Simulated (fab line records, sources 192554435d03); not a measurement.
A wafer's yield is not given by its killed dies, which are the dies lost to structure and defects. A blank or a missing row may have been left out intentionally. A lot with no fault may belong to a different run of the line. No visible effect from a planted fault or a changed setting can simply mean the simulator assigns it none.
Which tool is to blame?	flow n5-finfet	36 wafers from 12 lots sampled at 6 of the route's 1938 steps

== WHAT THE GAUGES READ, wafer by wafer ==
N5_SD_EPI_P_OVL_MEAS_10.
lot	measured	on	SD_P_BLK_OVL (nm)
L075	day 3 17:10	overlay-01	-0.5 -1.1 0.4
L077	day 4 02:17	overlay-01	-0.1 -0.6 -1.0
L079	day 4 14:32	overlay-01	-0.4 1.5 -0.6
L081	day 5 01:57	overlay-01	0.7 0.7 0.1
L083	day 5 09:40	overlay-01	-1.1 -2.4 -1.7
L085	day 5 23:12	overlay-01	0.5 -0.2 -2.6
L087	day 6 09:46	overlay-01	-0.2 -2.0 -1.7
L089	day 6 22:55	overlay-01	0.4 0.9 0.4
L091	day 7 11:41	overlay-02	-0.3 -0.6 0.7
L093	day 7 22:52	overlay-02	-1.5 -0.8 0.5
L095	day 8 13:20	overlay-01	-0.9 -0.4 -1.0
L097	day 9 01:12	overlay-02	0.8 0.8 1.0

== EACH LOT AND THE TOOL THAT RAN IT (in order: tool; ch and the chambers of the sampled wafers; start) ==
lot	N5_DUMMY_GATE_HM_OPEN_21	N5_DUMMY_GATE_STRIP_48	N5_SPACER0_ALD_00	N5_SD_EPI_N_ETCHBACK_44	N5_SD_EPI_N_VAPOR_ETCH_50
L075	rie-diel-03 ch 0,1, day 3 09:41	rie-diel-04 ch 1, day 3 10:25	ald-sin-02 ch 0,1,3, day 3 11:07	rie-diel-02 ch 1,2,3, day 3 12:58	epi-rpcvd-02 ch 0, day 3 14:19
L077	rie-diel-03 ch 0,3, day 3 19:21	rie-diel-06 ch 0,2,3, day 3 19:49	ald-sin-04 ch 1,3, day 3 20:11	rie-diel-01 ch 1,3, day 3 21:30	epi-rpcvd-04 ch 0, day 3 22:45
L079	rie-diel-03 ch 0,2,3, day 4 07:40	rie-diel-03 ch 0,2,3, day 4 08:05	ald-sin-02 ch 1,2,3, day 4 08:30	rie-diel-05 ch 0,1,3, day 4 09:52	epi-rpcvd-04 ch 0, day 4 11:08
L081	rie-diel-06 ch 2,3, day 4 18:28	rie-diel-04 ch 1,2,3, day 4 18:58	ald-sin-04 ch 0,1,3, day 4 19:20	rie-diel-05 ch 0,1,2, day 4 20:40	epi-rpcvd-03 ch 0, day 4 21:58
L083	rie-diel-04 ch 0,1, day 5 03:39	rie-diel-06 ch 0,2,3, day 5 04:07	ald-sin-01 ch 1,2,3, day 5 04:30	rie-diel-05 ch 0,1, day 5 05:41	epi-rpcvd-02 ch 0, day 5 06:50
L085	rie-diel-06 ch 0,1,3, day 5 16:57	rie-diel-04 ch 1,2, day 5 17:25	ald-sin-02 ch 0,1,2, day 5 17:49	rie-diel-02 ch 1,2, day 5 19:08	epi-rpcvd-04 ch 0, day 5 20:13
L087	rie-diel-04 ch 1,2,3, day 6 03:46	rie-diel-06 ch 0,3, day 6 04:13	ald-sin-02 ch 0,1,3, day 6 04:35	rie-diel-05 ch 1,2,3, day 6 05:47	epi-rpcvd-03 ch 0, day 6 06:53
L089	rie-diel-06 ch 0,2,3, day 6 16:45	rie-diel-03 ch 0,1,2, day 6 17:13	ald-sin-02 ch 2,3, day 6 17:35	rie-diel-01 ch 1,3, day 6 18:54	epi-rpcvd-03 ch 0, day 6 19:59
L091	rie-diel-03 ch 0,1,3, day 7 05:19	rie-diel-04 ch 0,2,3, day 7 05:53	ald-sin-02 ch 0,1,2, day 7 06:16	rie-diel-01 ch 0,2,3, day 7 07:33	epi-rpcvd-03 ch 0, day 7 08:41
L093	rie-diel-04 ch 0,2,3, day 7 16:36	rie-diel-06 ch 1,2, day 7 17:05	ald-sin-02 ch 0,1,3, day 7 17:33	rie-diel-02 ch 0,1,2, day 7 18:55	epi-rpcvd-03 ch 0, day 7 19:59
L095	rie-diel-04 ch 1,2,3, day 8 06:37	rie-diel-04 ch 0,1,3, day 8 07:05	ald-sin-04 ch 1,2,3, day 8 07:28	rie-diel-01 ch 1,2, day 8 08:46	epi-rpcvd-02 ch 0, day 8 09:51
L097	rie-diel-03 ch 1,2,3, day 8 17:05	rie-diel-04 ch 2,3, day 8 17:32	ald-sin-04 ch 0,3, day 8 19:36	rie-diel-02 ch 0,1,2, day 8 21:05	epi-rpcvd-02 ch 0, day 8 22:13
- N5_DUMMY_GATE_HM_OPEN_21: chemistry CH3F/O2, target SiNx, target depth 120 nm, time 171.4 s.
- N5_DUMMY_GATE_STRIP_48: strips in N2/H2, time 20 s.
- N5_SPACER0_ALD_00: deposits SiOCN, target thk 3.5 nm, pulse time 3 s, purge time 2 s.
- N5_SD_EPI_N_ETCHBACK_44: etches SiNx in CH3F/O2, stops on SiO2, target depth 14.5 nm.
- N5_SD_EPI_N_VAPOR_ETCH_50: etches Si in HCl, time 54 s.

== THE ANSWER, worked out from the rows above alone ==
Rule: the usual values come from the lots themselves. The widest of any qualifying gaps counts: lots, ordered by their means at a reading, are off when they make up no more than a third of the lots, leave a main group of 4 or more, and stand apart from it by 3 or more times the standard deviation of that group's means. Not used: any main group whose means are identical at the precision the tables above print for the reading. A lot without any number at a reading at which 4 lots or more have one is off too. Any other lot the step has rows for is counted as sound.
No lot is off on any of the readings shown, so nothing can be concluded from this.

== WHAT THE SIMULATOR HAD PUT IN ==
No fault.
